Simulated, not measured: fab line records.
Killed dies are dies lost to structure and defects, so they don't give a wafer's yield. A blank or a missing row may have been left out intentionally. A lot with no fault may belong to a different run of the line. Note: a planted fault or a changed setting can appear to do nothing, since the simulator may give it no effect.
fab line records	flow nand-harc
record: lots: 6	wafers: 18	last-day: 26
route steps=1159 shown P_M1@297 END@1159
lots that met no fault: taken from a fault-free run of the same line
start-h: the number of hours between the record's first day and the start of the first shown wafer of the lot	wait-h: hours from the lot's prior step to this one	" unchanged from the row above	L1.1+2: one row covering several wafers at once	- no value, or no start given	* or withheld: withheld	< > ~ a bound
route shown NAME@n: NAME is a module with steps in the file, n the number in the route of the first one	usual: average and standard deviation across the fault-free wafers	same: alike in all rows	chamber/n: place in a boat	sites: per-site readings	_std_site: standard deviation of those values	_edge_site: the outer-site mean with the inner-site mean subtracted	radius-mm: how far each site lies from the wafer's centre	mask NAME#n: copy n	behind: tool/chamber where the wafer was last shaped	hold: the reason the lot was held/the length of the hold in hours/how it ended	device: the transistor (n, p or np) that didn't switch	end of line: at the end of the route, the tests of the same wafers	a step given without rows: its recipe and nothing more	killed: at the first sort, the dies lost to defects and structure; wafer yield is something else	map: a wafer's dies, x killed, . not, _ none there
set.NAME: the setting that was run; set.NAME@STEP: the one run at that earlier step	model.NAME: the simulator's own value behind a step, which no gauge read
lots at selected steps of the route; one table per step, one row per wafer
services: the hour from which a tool's chamber was out of use, counted from the record's first day as start-h (under 0 if before that day), plus the number of hours and why
== steps ==
step: NHARC_P_M1_INSPECT_11
usual: raw-defect-count: 3.8/2.2
lot.wafer	tool	chamber	start-h	wait-h	raw-defect-count
L295.2	defect-inspect-01	-	120.74	0.0	4
L295.4	"	-	"	"	5
L295.5	"	-	"	"	4
L299.2	defect-inspect-02	-	146.62	0.0	7
L299.4	"	-	"	"	3
L299.6	"	-	"	"	3
L304.2	defect-inspect-01	-	178.05	0.0	0
L304.4	"	-	"	"	1
L304.6	"	-	"	"	3
L305.2	defect-inspect-02	-	182.97	0.0	4
L305.4	"	-	"	"	4
L305.5	"	-	"	"	9
L316.3	defect-inspect-01	-	245.78	0.0	4
L316.5	"	-	"	"	7
L316.6	"	-	"	"	5
L317.1	defect-inspect-02	-	251.61	0.1	2
L317.2	"	-	"	"	4
L317.4	"	-	"	"	4
step: NHARC_P_M1_DESCUM_14
recipe: time-s: 3	o2-flow-sccm: 200	ar-flow-sccm: 0	bias-power-w: 0	chemistry: O2
step: NHARC_P_M1_ETCH_35
recipe: target-depth-a: 400	overetch-a: 120	time-s: 43.94	ion-energy-ev: 200	n2-flow-sccm: 150	h2-flow-sccm: 150	ar-flow-sccm: 0	rf-w: 400	bias-w: 150	chemistry: N2/H2
usual: drypump-motor-current-A: 5.8/0.44	mfc-ar-sccm: 0.004/0.0077	oes-product-au: 0.996/0.013	rf-vpp-V: 431.1/2.5	showerhead-plenum-p-Torr: 2.06/0.086	throttle-valve-pct: 14.170/0.0087
lot.wafer	tool	chamber	start-h	wait-h	drypump-motor-current-A	mfc-ar-sccm	oes-product-au	rf-hours-counter-h	rf-vpp-V	showerhead-plenum-p-Torr	throttle-valve-pct
L295.4	rie-diel-02	1	120.94	0.1	6.2	0	1.012	2	428.8	2.00	14.176
L295.2	"	2	"	"	5.4	0.005	0.992	3	430.8	2.01	14.174
L295.5	"	0	"	"	5.7	0	1.014	-	431.8	2.08	14.182
L299.2	rie-diel-09	3	146.77	0.1	5.5	0	1.008	4	433.7	2.16	14.192
L299.4	"	0	"	"	5.3	0	0.994	4	433.8	2.13	14.178
L299.6	"	2	"	"	6.2	0	0.989	-	435.0	2.16	14.159
L304.2	rie-diel-02	0	178.21	0.1	5.7	0	1.003	0	431.3	2.08	14.182
L304.4	"	2	"	"	5.4	0.005	0.993	0	428.2	2.01	14.160
L304.6	"	3	"	"	6.1	0.007	0.992	-	427.1	1.92	14.181
L305.4	rie-diel-02	3	183.24	0.2	6.1	0.007	0.966	1	427.3	1.92	14.166
L305.2	"	2	"	"	5.4	0.005	0.971	1	431.3	2.01	14.168
L305.5	"	3	"	"	6.1	0.007	0.969	-	427.9	1.92	14.172
L316.3	rie-diel-02	2	245.94	0.1	5.4	0.005	0.973	2	427.4	2.01	14.175
L316.6	"	0	"	"	5.7	0	1.002	-	431.3	2.08	14.180
L316.5	"	1	"	"	6.2	0	1.013	-	429.2	2.00	14.172
L317.1	rie-diel-05	2	251.76	0.1	6.4	0	0.990	5	433.2	2.12	14.161
L317.4	"	0	"	"	5.6	0.033	1.016	3	427.7	1.92	14.179
L317.2	"	1	"	"	6.3	0.007	1.008	5	433.8	2.16	14.178
step: NHARC_P_M1_ETCH_15
recipe: target-depth-a: 1825	time-s: 91.2	c4f8-flow-sccm: withheld	ar-flow-sccm: 400	rf-w: 600	bias-w: 300	chemistry: C4F8/Ar
usual: oes-product-au: 0.954/0.02	rf-vpp-V: 441.4/2.5
lot.wafer	tool	chamber	start-h	wait-h	oes-product-au	rf-hours-counter-h	rf-vpp-V
L295.4	rie-diel-02	3	-	-	0.962	3	438.3
L295.2	"	0	"	"	0.958	3	442.8
L295.5	"	1	"	"	0.952	-	439.0
L299.4	rie-diel-09	0	-	-	0.969	4	443.2
L299.2	"	2	"	"	0.945	4	444.8
L299.6	"	1	"	"	0.959	-	443.5
L304.4	rie-diel-02	0	-	-	0.979	0	441.2
L304.2	"	1	"	"	0.978	0	438.9
L304.6	"	3	"	"	0.943	-	437.3
L305.4	rie-diel-02	3	-	-	0.932	1	437.3
L305.2	"	1	"	"	0.966	1	437.9
L305.5	"	0	"	"	0.951	-	443.5
L316.3	rie-diel-02	3	-	-	0.956	3	435.7
L316.5	"	0	"	"	0.970	-	441.4
L316.6	"	1	"	"	0.966	-	439.3
L317.1	rie-diel-05	3	-	-	0.968	4	441.9
L317.2	"	1	"	"	0.990	5	444.8
L317.4	"	2	"	"	0.960	5	443.3
step: NHARC_P_M1_CD_MEAS_16
usual: cd-nm: 129.3/1.1
lot.wafer	tool	chamber	start-h	wait-h	cd-nm
L295.2	cd-sem-01	-	121.16	-	129.8
L295.4	"	-	"	"	129.9
L295.5	"	-	"	"	131.0
L299.2	cd-sem-02	-	146.99	-	130.6
L299.4	"	-	"	"	129.8
L299.6	"	-	"	"	129.2
L304.2	cd-sem-02	-	178.42	-	127.8
L304.4	"	-	"	"	128.0
L304.6	"	-	"	"	129.0
L305.2	cd-sem-03	-	183.50	-	129.6
L305.4	"	-	"	"	127.4
L305.5	"	-	"	"	128.7
L316.3	cd-sem-01	-	246.16	-	128.4
L316.5	"	-	"	"	129.8
L316.6	"	-	"	"	128.5
L317.1	cd-sem-03	-	251.97	-	128.6
L317.2	"	-	"	"	129.1
L317.4	"	-	"	"	127.8
step: NHARC_P_M1_STRIP_18
recipe: power-w: 1000	n2-flow-sccm: 150	h2-flow-sccm: 150	ar-flow-sccm: 0	bias-w: 0	chemistry: N2/H2
usual: drypump-motor-current-A: 5.9/0.48	mfc-ar-sccm: 0.004/0.0091	oes-product-au: 1.000/0.013	power-w: 999.8/2.8	rf-vpp-V: 90.9/0.96	showerhead-plenum-p-Torr: 2.08/0.086	throttle-valve-pct: 14.171/0.0086
lot.wafer	tool	chamber	start-h	wait-h	drypump-motor-current-A	mfc-ar-sccm	oes-product-au	power-w	rf-hours-counter-h	rf-vpp-V	showerhead-plenum-p-Torr	throttle-valve-pct
L295.4	rie-diel-05	1	121.27	0.1	6.3	0.007	0.989	1002.5	8	91.1	2.16	14.162
L295.2	"	2	"	"	6.3	0	1.010	1004.9	8	89.8	2.12	14.158
L295.5	"	0	"	"	5.6	0.033	1.005	1000.5	-	90.4	1.93	14.179
L299.4	rie-diel-05	3	147.09	0.1	5.0	0	1.011	999.4	10	90.2	2.13	14.197
L299.2	"	0	"	"	5.6	0.033	1.011	995.0	12	88.5	1.93	14.155
L299.6	"	2	"	"	6.4	0	1.007	996.5	-	90.9	2.12	14.175
L304.2	rie-diel-09	2	178.50	0.1	6.2	0	0.993	1001.4	7	93.4	2.16	14.156
L304.4	"	0	"	"	5.3	0	0.982	1000.4	7	90.7	2.13	14.169
L304.6	"	2	"	"	6.2	0	0.992	999.4	-	91.0	2.16	14.179
L305.4	rie-diel-02	0	183.57	0.1	5.7	0	1.002	1001.7	1	90.4	2.08	14.177
L305.2	"	3	"	"	6.1	0.007	0.978	997.1	1	88.6	1.92	14.171
L305.5	"	1	"	"	6.2	0	1.016	999.9	-	92.3	2.00	14.159
L316.3	rie-diel-05	1	246.22	0.1	6.3	0.007	1.007	1000.8	4	90.6	2.16	14.167
L316.6	"	1	"	"	6.3	0.007	1.003	1005.2	-	90.9	2.16	14.158
L316.5	"	3	"	"	5.0	0	1.010	994.8	-	92.1	2.13	14.161
L317.1	rie-diel-09	0	252.05	0.1	5.3	0	0.993	999.5	12	91.0	2.13	14.179
L317.4	"	2	"	"	6.2	0	1.000	996.4	11	90.8	2.16	14.161
L317.2	"	3	"	"	5.5	0	1.014	1003.7	11	90.3	2.16	14.181
step: NHARC_P_M1_ETCH_28
recipe: target-depth-a: 300	over-etch-frac: 0.3	time-s: 72.99	ion-energy-ev: 150	cf4-flow-sccm: 50	n2-flow-sccm: 100	ar-flow-sccm: 150	rf-w: 300	bias-w: 100	chemistry: CF4/N2
step: NHARC_P_M1_STRIP_19
recipe: time-s: 600	temp-c: 30	chemistry: post-etch-residue-remover
step: NHARC_P_M1_DEGAS_29
recipe: temp-c: 250	time-s: 60
step: NHARC_P_M1_PRE_CLEAN_30
recipe: time-s: 30	temp-c: 280	gas: H2/He
step: NHARC_P_M1_PVD_20
recipe: target-thk-a: 50	bias-v: 168.6	power-w: 15000	chamber-pressure-pa: 0.12	time-s: 8.06	substrate-temp-c: 50	material: TaN
step: NHARC_P_M1_PVD_21
recipe: target-thk-a: 300	chamber-pressure-pa: 5	power-w: 5000	substrate-temp-c: 30	time-s: 20.49	material: Cu
usual: throttle-valve-pct: 30.1/1.1
lot.wafer	tool	chamber	start-h	wait-h	throttle-valve-pct
L295.2	pvd-sputter-02	-	-	-	29.1
L295.4	"	-	"	"	28.5
L295.5	"	-	"	"	30.1
L299.2	pvd-sputter-03	-	-	-	30.3
L299.4	"	-	"	"	30.3
L299.6	"	-	"	"	30.1
L304.4	pvd-sputter-03	-	-	-	30.9
L304.2	"	-	"	"	29.2
L304.6	"	-	"	"	31.2
L305.2	pvd-sputter-02	-	-	-	28.1
L305.4	"	-	"	"	30.0
L305.5	"	-	"	"	30.2
L316.3	pvd-sputter-01	-	-	-	28.7
L316.6	"	-	"	"	31.2
L316.5	"	-	"	"	29.2
L317.4	pvd-sputter-02	-	-	-	30.6
L317.2	"	-	"	"	28.7
L317.1	"	-	"	"	31.3
step: NHARC_P_M1_ECD_22
recipe: target-thk-a: 4000	bath-temp-c: 25	material: Cu
usual: bath-heat-duty-pct: 6.5/0.93	bath-temp-c: 24.98/0.11
lot.wafer	tool	chamber	start-h	wait-h	bath-heat-duty-pct	bath-temp-c
L295.2	ecd-cu-02	1	122.28	-	8.0	24.98
L295.4	"	1	"	"	8.4	24.91
L295.5	"	1	"	"	7.2	24.99
L299.2	ecd-cu-01	1	148.11	-	7.4	25.16
L299.4	"	0	"	"	5.9	24.85
L299.6	"	0	"	"	6.2	24.90
L304.2	ecd-cu-01	0	179.50	-	-	-
L304.4	"	1	"	"	-	-
L304.6	"	0	"	"	-	-
L305.2	ecd-cu-01	0	184.99	-	-	-
L305.4	"	0	"	"	-	-
L305.5	"	0	"	"	-	-
L316.3	ecd-cu-01	0	247.44	-	5.8	25.10
L316.5	"	1	"	"	6.7	25.08
L316.6	"	0	"	"	6.3	25.03
L317.2	ecd-cu-02	0	253.07	-	6.4	24.97
L317.1	"	1	"	"	7.9	25.03
L317.4	"	1	"	"	7.8	25.01
step: NHARC_P_M1_ANNEAL_31
recipe: temp-c: 225	time-s: 90
usual: wafer_temp_C_max: 225.9/0.38
lot.wafer	tool	chamber	start-h	wait-h	wafer_temp_C_max
L295.2	rtp-anneal-01	0	122.71	-	226.3
L295.4	"	0	"	"	226.2
L295.5	"	0	"	"	226.3
L299.2	rtp-anneal-02	0	148.49	0.3	225.8
L299.4	"	0	"	"	226.3
L299.6	"	0	"	"	225.6
L304.2	rtp-anneal-01	0	179.92	0.4	226.5
L304.4	"	0	"	"	225.9
L304.6	"	0	"	"	225.9
L305.2	rtp-anneal-01	0	185.42	0.4	226.4
L305.4	"	0	"	"	226.4
L305.5	"	0	"	"	225.7
L316.3	rtp-anneal-02	0	247.77	0.3	225.8
L316.5	"	0	"	"	225.5
L316.6	"	0	"	"	225.6
L317.1	rtp-anneal-01	0	253.55	-	225.8
L317.2	"	0	"	"	227.0
L317.4	"	0	"	"	226.2
step: NHARC_P_M1_CMP_23
recipe: t-overpolish-s: 20	target-thk-nm: 157.82
usual: motor-current-A: 11.7/1	slurry-flow-ml-min: 150.0/0.49	time-to-endpoint-s: 30/3.7
lot.wafer	tool	chamber	start-h	wait-h	motor-current-A	slurry-flow-ml-min	time-to-endpoint-s
L295.2	cmp-02	1	123.05	-	12.2	150.6	36
L295.4	"	2	"	"	10.3	149.5	32
L295.5	"	0	"	"	11.2	150.2	29
L299.4	cmp-03	0	148.78	-	12.9	150.1	27
L299.2	"	3	"	"	11.0	149.3	23
L299.6	"	0	"	"	12.3	150.5	26
L304.2	cmp-03	2	180.24	-	14.2	150.1	0
L304.4	"	3	"	"	10.7	150.4	0
L304.6	"	2	"	"	13.6	150.0	1
L305.2	cmp-02	2	185.72	-	10.7	149.4	4
L305.4	"	1	"	"	11.9	149.5	8
L305.5	"	2	"	"	10.4	149.6	3
L316.3	cmp-02	1	248.03	-	12.1	150.3	37
L316.6	"	0	"	"	11.3	150.9	32
L316.5	"	1	"	"	12.6	149.8	37
L317.1	cmp-04	0	253.89	-	11.5	149.5	30
L317.4	"	2	"	"	13.1	149.4	28
L317.2	"	3	"	"	10.5	150.9	33
step: NHARC_P_M1_THK_MEAS_24
recipe: thk-meas-gauge: xrf
usual: thk-nm: 158.3/1.8
lot.wafer	tool	chamber	start-h	wait-h	hold	thk-nm
L295.2	film-metro-01	-	123.31	-	-	161.4
L295.4	"	-	"	"	-	158.4
L295.5	"	-	"	"	-	158.3
L299.2	film-metro-01	-	149.10	-	-	154.8
L299.4	"	-	"	"	-	156.9
L299.6	"	-	"	"	-	155.2
L304.2	film-metro-01	-	180.53	-	await-dispo/0.2h/release	32.4
L304.4	"	-	"	"	await-dispo/0.2h/release	29.0
L304.6	"	-	"	"	await-dispo/0.2h/release	29.2
L304.2	film-metro-01	-	180.70	0.2	-	30.3
L304.4	"	-	"	"	-	29.9
L304.6	"	-	"	"	-	30.1
L305.2	film-metro-01	-	186.03	-	await-dispo/0.2h/release	30.1
L305.4	"	-	"	"	await-dispo/0.2h/release	30.7
L305.5	"	-	"	"	await-dispo/0.2h/release	30.0
L305.2	film-metro-01	-	186.20	0.2	-	32.0
L305.4	"	-	"	"	-	31.4
L305.5	"	-	"	"	-	30.4
L316.3	film-metro-01	-	248.33	-	-	161.2
L316.5	"	-	"	"	-	160.9
L316.6	"	-	"	"	-	158.6
L317.1	film-metro-01	-	254.21	-	-	157.3
L317.2	"	-	"	"	-	159.2
L317.4	"	-	"	"	-	158.0
step: NHARC_END_SORT_01
recipe: temp-c: 25
usual: defect-limited-yield: 95.4/1.7	killed-at-array: 27/12	killed-at-other: 0.9/1.1	killed-at-periphery: 3.2/2.4	killed-dies: 31/12	killed-open: 3.3/1.7	killed-short: 2.0/1.6	sort_bin_2_pct: 1.5/0.74	sort_bin_3_pct: 0.25/0.22	sort_bin_4_pct: 2.9/1.1	sort-n-pass: 646/12	sort-rim-yield-pct: 97.2/1.8	sort-yield-pct: 95.4/1.7
same: gross-dies: 677	sort_bin_5_pct[%]: 0	sort_bin_6_pct[%]: 0	sort_bin_7_pct[%]: 0	sort_bin_8_pct[%]: 0	sort-rim-n-gross: 106.00
lot.wafer	tool	chamber	start-h	wait-h	defect-limited-yield[%]	killed-at-array	killed-at-other	killed-at-periphery	killed-dies	killed-open	killed-short	sort_bin_2_pct[%]	sort_bin_3_pct[%]	sort_bin_4_pct[%]	sort-n-pass	sort-rim-yield-pct[%]	sort-yield-pct[%]
L317.1	prober-02	0	618.12	2.5	96.6	19	0	4	23	6	1	0.9	0.30	2.2	654	98.1	96.6
L317.2	prober-02	0	618.93	2.8	94.7	30	2	4	36	4	5	1.0	0.59	3.7	641	94.3	94.7
L317.4	prober-02	0	620.54	3.4	96.9	11	5	5	21	3	1	0.7	0.15	2.2	656	99.1	96.9
killed by level:class
L317.1 A_CHANNEL_HOLE_D1:chamber-film-flake=8 P_CONTACT:geometric-particle:open=3 A_CONTACT:chamber-film-flake=3 A_M0:chamber-film-flake=3 A_M0:geometric-particle:open=2 A_ONON_D1:geometric-particle:short=1 A_CONTACT:geometric-particle:open=1 P_GATE:chamber-film-flake=1
L317.2 A_CONTACT:chamber-film-flake=8 A_CHANNEL_HOLE_D1:chamber-film-flake=7 A_STAIRCASE:chamber-film-flake=7 A_ONON_D1:geometric-particle:short=2 P_GATE:chamber-film-flake=2 THIN_TSV:chamber-film-flake=2 P_CONTACT:geometric-particle:open=1 P_CONTACT:geometric-particle:short=1
L317.4 THIN_TSV:chamber-film-flake=5 A_CONTACT:chamber-film-flake=4 A_CHANNEL_HOLE_D1:chamber-film-flake=3 P_GATE:chamber-film-flake=2 A_STAIRCASE:chamber-film-flake=2 P_CONTACT:geometric-particle:open=1 P_CONTACT:geometric-particle:short=1 P_M1:geometric-particle:open=1
== services ==
tool	chamber	start-h	hours	kind
pvd-sputter-03	-	102.02	10.0	pm
cmp-04	-	105.07	4.0	pm
rie-diel-02	0	105.20	-	clean
rie-diel-05	1	122.49	1.3	repair
cmp-02	-	128.50	4.0	pm
rtp-anneal-02	-	142.14	0.7	repair
rie-diel-02	-	150.70	9.0	pm
cmp-03	-	156.12	4.0	pm
ecd-cu-02	-	156.76	2.0	repair
pvd-sputter-01	-	158.02	10.0	pm
rie-diel-05	-	163.60	9.0	pm
pvd-sputter-02	-	171.65	6.4	repair
ecd-cu-02	-	180.00	8.0	pm
rie-diel-05	3	180.60	3.5	repair
ecd-cu-01	-	189.61	2.9	repair
cmp-04	-	203.07	4.0	pm
rie-diel-09	2	203.33	9.9	repair
rie-diel-09	3	205.37	12.2	repair
cmp-04	-	208.22	0.2	repair
pvd-sputter-02	-	214.00	10.0	pm
cmp-02	-	226.50	4.0	pm
cmp-03	-	243.76	6.6	repair
rie-diel-05	0	246.01	4.7	repair
ecd-cu-01	-	249.54	1.6	repair
== key ==
first-sign: step: NHARC_P_M1_ECD_22	reading: tool-record	direction: missing
effect: step: NHARC_P_M1_CMP_23	reading: time-to-endpoint-s	direction: down	sigmas: 7.5	usual: *	struck: *
effect: step: NHARC_P_M1_THK_MEAS_24	reading: visit	direction: added
effect: step: NHARC_P_M1_THK_MEAS_24	reading: thk-nm	direction: down	sigmas: 69	usual: 158.3	struck: 30.2
met-at NHARC_P_M1_ECD_22
struck-wafers L304.2,L304.4,L304.6,L305.2,L305.4,L305.5
scrapped-behind NHARC_P_M1_THK_MEAS_24 L304.2,L304.4,L304.6,L305.2,L305.4,L305.5
onset-between 148.11 179.50
fault: kind: skipped-step-whole	tool: ecd-cu-01	chamber: -	onset-h: 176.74	steps: NHARC_P_M1_ECD_22	scope: struck-lots-only
